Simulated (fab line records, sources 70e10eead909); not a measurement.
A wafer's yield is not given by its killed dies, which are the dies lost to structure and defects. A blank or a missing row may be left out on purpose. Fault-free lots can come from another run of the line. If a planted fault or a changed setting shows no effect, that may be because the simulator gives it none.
Which tool was responsible?	flow nandHarc	23 lots with 69 wafers sampled at 6 steps, on a route of 1159 steps

WHAT EACH GAUGE READ, for each wafer
The record lacks any reading of a measuring or inspecting step that a usual standard deviation could be used to judge.

EACH LOT AND THE TOOL THAT RAN IT (in order: tool; ch and the chambers of the sampled wafers; start)
lot	NHARC_A_CHANNEL_HOLE_D1_ETCH_34	NHARC_A_CHANNEL_FILL_D1_ALD_15	NHARC_A_CHANNEL_FILL_D1_STRIP_29	NHARC_A_STAIRCASE_TRIM_187	NHARC_A_STAIRCASE_ETCH_199	NHARC_A_STAIRCASE_TRIM_226
L076	rieDiel-08 ch 1,3, day 11 13:49 or earlier	aldSinBatch-01 ch 0, day 11 13:49 or earlier	rieDiel-04 ch 1,2, day 11 13:49 or earlier	rieDiel-06 ch 0,1,2, day 11 13:49	rieDiel-06 ch 0,1, no start	rieDiel-10 ch 0,1,2, no start
L074	rieDiel-01 ch 1,2,3, day 11 21:29 or earlier	aldSinBatch-01 ch 0, day 11 21:29 or earlier	rieDiel-09 ch 0,1,3, day 11 21:29 or earlier	rieDiel-06 ch 0,2,3, day 11 21:29	rieDiel-06 ch 1,2,3, no start	rieDiel-05 ch 0,2,3, no start
L077	rieDiel-07 ch 0,1,2, day 11 21:44 or earlier	aldSinBatch-02 ch 0, day 11 21:44 or earlier	rieDiel-09 ch 2,3, day 11 21:44 or earlier	rieDiel-06 ch 0,1, day 11 21:44	rieDiel-06 ch 0,1,3, no start	rieDiel-05 ch 2,3, no start
L078	rieDiel-08 ch 0,1,3, day 11 20:59 or earlier	aldSinBatch-02 ch 0, day 11 20:59 or earlier	rieDiel-04 ch 1,2,3, day 11 20:59 or earlier	rieDiel-10 ch 0,1,3, day 11 20:59	rieDiel-10 ch 0,1, no start	rieDiel-10 ch 1,3, no start
L079	rieDiel-01 ch 0,1, day 12 01:49 or earlier	aldSinBatch-02 ch 0, day 12 01:49 or earlier	rieDiel-04 ch 0,1,3, day 12 01:49 or earlier	rieDiel-06 ch 0,3, day 12 01:49	rieDiel-05 ch 0,2, no start	rieDiel-05 ch 0,1,2, no start
L080	rieDiel-07 ch 0,2,3, day 12 07:46 or earlier	aldSinBatch-03 ch 0, day 12 07:46 or earlier	rieDiel-04 ch 1,2,3, day 12 07:46 or earlier	rieDiel-06 ch 0,2,3, day 12 07:46	rieDiel-05 ch 0,3, no start	rieDiel-06 ch 0,1, no start
L081	rieDiel-08 ch 1,2,3, day 12 09:26 or earlier	aldSinBatch-03 ch 0, day 12 09:26 or earlier	rieDiel-04 ch 0,1,3, day 12 09:26 or earlier	rieDiel-06 ch 0,1,3, day 12 09:26	rieDiel-06 ch 1,2,3, no start	rieDiel-06 ch 1,2,3, no start
L082	rieDiel-01 ch 0,3, day 13 06:52 or earlier	aldSinBatch-02 ch 0, day 13 06:52 or earlier	rieDiel-09 ch 0,1, day 13 06:52 or earlier	rieDiel-05 ch 1,2,3, day 13 06:52	rieDiel-05 ch 2,3, no start	rieDiel-05 ch 0,1, no start
L085	rieDiel-01 ch 0,2,3, day 13 07:13 or earlier	aldSinBatch-02 ch 0, day 13 07:13 or earlier	rieDiel-03 ch 0,1,3, day 13 07:13 or earlier	rieDiel-06 ch 1,2,3, day 13 07:13	rieDiel-06 ch 0,1,3, no start	rieDiel-05 ch 1,2, no start
L083	rieDiel-08 ch 0,1,3, day 13 11:18 or earlier	aldSinBatch-01 ch 0, day 13 11:18 or earlier	rieDiel-03 ch 0,2,3, day 13 11:18 or earlier	rieDiel-10 ch 0,1,3, day 13 11:18	rieDiel-05 ch 0,2,3, no start	rieDiel-10 ch 1,3, no start
L084	rieDiel-01 ch 0,2,3, day 13 11:44 or earlier	aldSinBatch-01 ch 0, day 13 11:44 or earlier	rieDiel-04 ch 0,2, day 13 11:44 or earlier	rieDiel-05 ch 1,2,3, day 13 11:44	rieDiel-05 ch 2,3, no start	rieDiel-05 ch 0,1,2, no start
L086	rieDiel-08 ch 1,2,3, day 14 02:52 or earlier	aldSinBatch-02 ch 0, day 14 02:52 or earlier	rieDiel-03 ch 1,2,3, day 14 02:52 or earlier	rieDiel-05 ch 0,1,2, day 14 02:52	rieDiel-10 ch 0,1,2, no start	rieDiel-05 ch 1,2,3, no start
L087	rieDiel-08 ch 0,2, day 14 02:35 or earlier	aldSinBatch-02 ch 0, day 14 02:35 or earlier	rieDiel-09 ch 0,1,3, day 14 02:35 or earlier	rieDiel-06 ch 0,2, day 14 02:35	rieDiel-06 ch 2,3, no start	rieDiel-06 ch 0,1,2, no start
L088	rieDiel-01 ch 0,1,3, day 14 07:35 or earlier	aldSinBatch-01 ch 0, day 14 07:35 or earlier	rieDiel-09 ch 0,1,3, day 14 07:35 or earlier	rieDiel-10 ch 0,2,3, day 14 07:35	rieDiel-10 ch 2,3, no start	rieDiel-05 ch 2,3, no start
L089	rieDiel-08 ch 2,3, day 14 19:20 or earlier	aldSinBatch-02 ch 0, day 14 19:20 or earlier	rieDiel-09 ch 0,2,3, day 14 19:20 or earlier	rieDiel-10 ch 1,2, day 14 19:20	rieDiel-05 ch 0,1,3, no start	rieDiel-06 ch 0,2,3, no start
L090	rieDiel-01 ch 1,3, day 14 05:00 or earlier	aldSinBatch-02 ch 0, day 14 05:00 or earlier	rieDiel-04 ch 0,3, day 14 05:00	rieDiel-10 ch 1,3, day 14 19:01	rieDiel-06 ch 0,3, no start	rieDiel-05 ch 1,3, no start
L093	rieDiel-01 ch 1,3, day 15 01:16 or earlier	aldSinBatch-02 ch 0, day 15 01:16 or earlier	rieDiel-04 ch 0,1, day 15 01:16	rieDiel-05 ch 0,1,2, day 15 14:52	rieDiel-06 ch 1,2,3, no start	rieDiel-05 ch 0,1,3, no start
L092	rieDiel-01 ch 0,3, day 15 14:40 or earlier	aldSinBatch-02 ch 0, day 15 14:40 or earlier	rieDiel-09 ch 0,1,3, day 15 14:40 or earlier	rieDiel-06 ch 1,2, day 15 14:40	rieDiel-05 ch 0,1, no start	rieDiel-05 ch 0,1, no start
L091	rieDiel-07 ch 1,2,3, day 15 18:22 or earlier	aldSinBatch-02 ch 0, day 15 18:22 or earlier	rieDiel-09 ch 1,2,3, day 15 18:22 or earlier	rieDiel-06 ch 1,2,3, day 15 18:22	rieDiel-05 ch 0,1,3, no start	rieDiel-05 ch 0,1,3, no start
L094	rieDiel-08 ch 0,1,3, day 16 02:05 or earlier	aldSinBatch-02 ch 0, day 16 02:05 or earlier	rieDiel-04 ch 0,2,3, day 16 02:05 or earlier	rieDiel-05 ch 1,3, day 16 02:05	rieDiel-05 ch 0,1,3, no start	rieDiel-10 ch 0,2,3, no start
L095	rieDiel-08 ch 0,1, day 16 01:16 or earlier	aldSinBatch-01 ch 0, day 16 01:16 or earlier	rieDiel-09 ch 0,2,3, day 16 01:16 or earlier	rieDiel-06 ch 1,3, day 16 01:16	rieDiel-06 ch 1,3, no start	rieDiel-06 ch 0,3, no start
L096	rieDiel-01 ch 1,2,3, day 16 07:28 or earlier	aldSinBatch-01 ch 0, day 16 07:28 or earlier	rieDiel-04 ch 1,2, day 16 07:28 or earlier	rieDiel-10 ch 0,3, day 16 07:28	rieDiel-05 ch 0,1,3, no start	rieDiel-05 ch 0,1,3, no start
L097	rieDiel-08 ch 0,1,3, day 17 06:23 or earlier	aldSinBatch-03 ch 0, day 17 06:23 or earlier	rieDiel-09 ch 1,2, day 17 06:23 or earlier	rieDiel-05 ch 0,1,2, day 17 06:23	rieDiel-05 ch 1,2, no start	rieDiel-06 ch 0,3, no start
- NHARC_A_CHANNEL_HOLE_D1_ETCH_34: etches the open film in CF4/CHF3, target depth 154 nm, time 77 s.
- NHARC_A_CHANNEL_FILL_D1_ALD_15: deposits SiNx, target thk 2 nm, pulse time 60 s, ald cycles 19.
- NHARC_A_CHANNEL_FILL_D1_STRIP_29: strips in O2, time 20 s.
- NHARC_A_STAIRCASE_TRIM_187: chemistry O2, time 211.2 s.
- NHARC_A_STAIRCASE_ETCH_199: etches the open film in C4F8/O2, target depth 100 nm, time 40.5 s.
- NHARC_A_STAIRCASE_TRIM_226: chemistry O2, time 211.2 s.

AS READ BY THE TOOLS THEMSELVES (means over the sampled wafers that have a number; for cases with no such wafer, the mark the record gives instead)
NHARC_A_CHANNEL_HOLE_D1_ETCH_34. Usual: drypumpMotorCurrentA 5.8 A, standard deviation 0.33; oesProductAu 0.938 a.u., standard deviation 0.022; rfVppV 371.9 V, standard deviation 1.9; showerheadPlenumPTorr 1.61 Torr, standard deviation 0.053; throttleValvePct 16.803 %, standard deviation 0.0098.
lot	tool	drypumpMotorCurrentA (A)	oesProductAu (a.u.)	rfVppV (V)	showerheadPlenumPTorr (Torr)	throttleValvePct (%)	flag
L076	rieDiel-08	6.1	0.957	373.2	1.62	16.800	
L074	rieDiel-01	5.9	0.961	372.2	1.64	16.808	
L077	rieDiel-07	5.4	0.962	372.5	1.63	16.802	
L078	rieDiel-08	5.8	0.919	373.1	1.64	16.805	
L079	rieDiel-01	6.1	0.980	371.6	1.61	16.803	
L080	rieDiel-07	5.8	0.927	371.2	1.59	16.811	
L081	rieDiel-08	5.8	0.924	372.4	1.62	16.807	
L082	rieDiel-01	5.8	0.922	370.1	1.56	16.798	
L085	rieDiel-01	5.9	0.931	369.3	1.57	16.806	
L083	rieDiel-08	5.9	0.920	372.4	1.64	16.796	
L084	rieDiel-01	5.9	0.958	370.6	1.57	16.802	
L086	rieDiel-08	5.8	0.926	371.8	1.62	16.799	
L087	rieDiel-08	5.4	0.945	373.4	1.66	16.808	
L088	rieDiel-01	5.9	0.928	371.1	1.59	16.810	
L089	rieDiel-08	5.9	0.919	372.1	1.61	16.806	
L090	rieDiel-01	5.8	0.923	372.0	1.62	16.800	
L093	rieDiel-01	5.8	0.966	371.9	1.62	16.798	
L092	rieDiel-01	5.8	0.918	370.6	1.56	16.809	
L091	rieDiel-07	5.7	0.961	372.2	1.62	16.802	
L094	rieDiel-08	5.8	0.929	372.5	1.64	16.802	
L095	rieDiel-08	5.6	0.909	373.5	1.66	16.798	
L096	rieDiel-01	5.9	0.950	372.6	1.63	16.804	
L097	rieDiel-08	5.8	0.964	372.6	1.64	16.795	

NHARC_A_CHANNEL_FILL_D1_ALD_15. Usual: precursorPulseHeightRel at 0.998, with a standard deviation of 0.02.
lot	tool	precursorPulseHeightRel	flag
L076	aldSinBatch-01	0.987	
L074	aldSinBatch-01	1.014	
L077	aldSinBatch-02	0.985	
L078	aldSinBatch-02	1.001	
L079	aldSinBatch-02	0.992	
L080	aldSinBatch-03	0.994	
L081	aldSinBatch-03	1.013	
L082	aldSinBatch-02	1.004	
L085	aldSinBatch-02	0.979	
L083	aldSinBatch-01	1.000	
L084	aldSinBatch-01	0.983	
L086	aldSinBatch-02	0.994	
L087	aldSinBatch-02	0.997	
L088	aldSinBatch-01	1.008	
L089	aldSinBatch-02	0.989	
L090	aldSinBatch-02	0.983	
L093	aldSinBatch-02	1.005	
L092	aldSinBatch-02	0.997	
L091	aldSinBatch-02	0.986	
L094	aldSinBatch-02	0.993	
L095	aldSinBatch-01	0.997	
L096	aldSinBatch-01	0.998	
L097	aldSinBatch-03	1.002	

NHARC_A_CHANNEL_FILL_D1_STRIP_29. Usual: drypumpMotorCurrentA 5.8 A, standard deviation 0.59; oesProductAu 1.000 a.u., standard deviation 0.011; rfVppV 57.9 V, standard deviation 0.82; showerheadPlenumPTorr 3.56 Torr, standard deviation 0.13; throttleValvePct 17.036 %, standard deviation 0.0093.
lot	tool	drypumpMotorCurrentA (A)	oesProductAu (a.u.)	rfVppV (V)	showerheadPlenumPTorr (Torr)	throttleValvePct (%)	flag
L076	rieDiel-04	5.4	0.993	58.2	3.63	17.033	
L074	rieDiel-09	6.2	1.016	58.1	3.49	17.035	
L077	rieDiel-09	5.5	1.000	56.8	3.58	17.042	
L078	rieDiel-04	5.5	1.003	58.4	3.64	17.043	
L079	rieDiel-04	6.0	1.009	58.4	3.56	17.041	
L080	rieDiel-04	5.5	1.004	58.3	3.64	17.026	
L081	rieDiel-04	5.9	1.002	57.8	3.56	17.031	
L082	rieDiel-09	5.9	0.999	58.5	3.56	17.038	
L085	rieDiel-03	5.9	0.999	57.3	3.47	17.040	
L083	rieDiel-03	5.9	1.007	58.2	3.59	17.044	
L084	rieDiel-04	5.7	1.001	58.1	3.54	17.032	
L086	rieDiel-03	5.7	0.994	58.0	3.56	17.041	
L087	rieDiel-09	6.2	1.001	57.1	3.49	17.034	
L088	rieDiel-09	6.3	1.004	58.0	3.49	17.040	
L089	rieDiel-09	6.0	0.995	58.4	3.55	17.033	
L090	rieDiel-04	5.6	1.000	58.7	3.63	17.038	
L093	rieDiel-04	6.3	0.998	57.5	3.48	17.030	
L092	rieDiel-09	6.2	1.008	58.3	3.49	17.042	
L091	rieDiel-09	5.7	1.005	58.3	3.51	17.042	
L094	rieDiel-04	5.4	1.004	58.3	3.63	17.034	
L095	rieDiel-09	6.0	0.995	58.4	3.55	17.038	
L096	rieDiel-04	5.4	0.996	57.6	3.63	17.044	
L097	rieDiel-09	5.2	0.996	57.7	3.65	17.039	

NHARC_A_STAIRCASE_TRIM_187. Usual: drypumpMotorCurrentA 5.9 A, standard deviation 0.46; oesProductAu 0.999 a.u., standard deviation 0.0083; rfVppV 57.6 V, standard deviation 0.82; showerheadPlenumPTorr 3.51 Torr, standard deviation 0.098; throttleValvePct 17.038 %, standard deviation 0.0093.
lot	tool	drypumpMotorCurrentA (A)	oesProductAu (a.u.)	rfVppV (V)	showerheadPlenumPTorr (Torr)	throttleValvePct (%)	flag
L076	rieDiel-06	5.8	0.992	57.7	3.52	17.039	
L074	rieDiel-06	6.0	1.001	58.4	3.55	17.036	
L077	rieDiel-06	6.1	1.000	57.7	3.57	17.031	
L078	rieDiel-10	5.8	0.994	57.6	3.49	17.041	
L079	rieDiel-06	6.1	1.004	58.0	3.60	17.044	
L080	rieDiel-06	5.9	0.998	57.9	3.55	17.034	
L081	rieDiel-06	6.1	1.001	57.3	3.57	17.040	
L082	rieDiel-05	5.9	0.992	57.8	3.48	17.040	
L085	rieDiel-06	5.7	0.997	58.4	3.52	17.035	
L083	rieDiel-10	5.8	0.997	57.5	3.48	17.034	
L084	rieDiel-05	5.9	0.996	57.7	3.48	17.038	
L086	rieDiel-05	5.9	0.997	57.2	3.49	17.035	
L087	rieDiel-06	5.7	0.993	56.7	3.48	17.028	
L088	rieDiel-10	5.6	1.001	57.5	3.54	17.037	
L089	rieDiel-10	6.4	1.006	57.6	3.53	17.037	
L090	rieDiel-10	5.7	1.003	56.6	3.40	17.036	
L093	rieDiel-05	6.0	0.998	57.2	3.49	17.039	
L092	rieDiel-06	5.6	0.994	57.5	3.45	17.031	
L091	rieDiel-06	5.8	1.005	58.1	3.50	17.046	
L094	rieDiel-05	5.4	0.992	57.5	3.36	17.040	
L095	rieDiel-06	5.9	1.008	57.9	3.53	17.042	
L096	rieDiel-10	5.4	1.012	57.4	3.54	17.041	
L097	rieDiel-05	6.0	0.997	58.3	3.48	17.036	

NHARC_A_STAIRCASE_ETCH_199. Usual: oesProductAu 0.937 a.u., standard deviation 0.012; rfVppV 895 V, standard deviation 3.8.
lot	tool	oesProductAu (a.u.)	rfVppV (V)	flag
L076	rieDiel-06	0.945	898	
L074	rieDiel-06	0.935	896	
L077	rieDiel-06	0.930	898	
L078	rieDiel-10	0.937	897	
L079	rieDiel-05	0.932	899	
L080	rieDiel-05	0.930	892	
L081	rieDiel-06	0.942	896	
L082	rieDiel-05	0.923	898	
L085	rieDiel-06	0.946	897	
L083	rieDiel-05	0.925	895	
L084	rieDiel-05	0.925	898	
L086	rieDiel-10	0.951	897	
L087	rieDiel-06	0.943	894	
L088	rieDiel-10	0.953	895	
L089	rieDiel-05	0.941	892	
L090	rieDiel-06	0.959	898	
L093	rieDiel-06	0.946	895	
L092	rieDiel-05	0.942	890	
L091	rieDiel-05	0.914	891	
L094	rieDiel-05	0.920	891	
L095	rieDiel-06	0.939	897	
L096	rieDiel-05	0.949	891	
L097	rieDiel-05	0.948	897	

NHARC_A_STAIRCASE_TRIM_226. Usual: drypumpMotorCurrentA 5.9 A, standard deviation 0.47; oesProductAu 0.995 a.u., standard deviation 0.0093; rfVppV 57.6 V, standard deviation 0.97; showerheadPlenumPTorr 3.49 Torr, standard deviation 0.11; throttleValvePct 17.037 %, standard deviation 0.0092.
lot	tool	drypumpMotorCurrentA (A)	oesProductAu (a.u.)	rfVppV (V)	showerheadPlenumPTorr (Torr)	throttleValvePct (%)	flag
L076	rieDiel-10	6.2	0.997	57.1	3.56	17.032	
L074	rieDiel-05	6.1	0.990	57.7	3.51	17.038	
L077	rieDiel-05	6.4	0.992	57.6	3.58	17.033	
L078	rieDiel-10	5.7	0.996	57.7	3.41	17.047	
L079	rieDiel-05	6.0	0.991	57.3	3.50	17.044	
L080	rieDiel-06	5.9	0.995	58.5	3.55	17.041	
L081	rieDiel-06	5.8	0.996	58.1	3.52	17.040	
L082	rieDiel-05	5.7	1.001	56.8	3.42	17.037	
L085	rieDiel-05	5.8	0.986	57.0	3.46	17.035	
L083	rieDiel-10	6.2	0.997	57.7	3.41	17.048	
L084	rieDiel-05	5.9	0.998	57.8	3.49	17.045	
L086	rieDiel-05	5.9	0.993	56.7	3.47	17.039	
L087	rieDiel-06	5.8	1.000	57.8	3.51	17.045	
L088	rieDiel-05	6.0	0.981	58.5	3.48	17.035	
L089	rieDiel-06	5.9	0.996	57.1	3.53	17.043	
L090	rieDiel-05	5.4	0.991	57.7	3.37	17.041	
L093	rieDiel-05	5.6	0.987	57.4	3.39	17.037	
L092	rieDiel-05	5.7	0.998	58.3	3.41	17.038	
L091	rieDiel-05	5.6	0.989	57.5	3.39	17.033	
L094	rieDiel-10	5.7	0.995	58.0	3.53	17.039	
L095	rieDiel-06	6.2	1.001	57.9	3.58	17.042	
L096	rieDiel-05	5.6	0.990	57.3	3.39	17.036	
L097	rieDiel-06	6.2	1.005	57.9	3.58	17.042	

THE ANSWER, worked out from the rows above alone
Rule: lot off if the mean of its wafers having a number is beyond 3 standard deviations from the usual mean. Also off: a lot with no number at a reading for which 4 or more lots have one. Any other lot the step has rows for is counted as sound. Order of review: gauges by route order, followed by the tools' own readings, for which a lot's mean as printed above is used. At the first step where some lot is off, the reading lying furthest off is the one used; lots without a number count as furthest.
Across all readings shown, no lot is off: no conclusion can be drawn from this.

WHAT WAS PUT IN BY THE SIMULATOR
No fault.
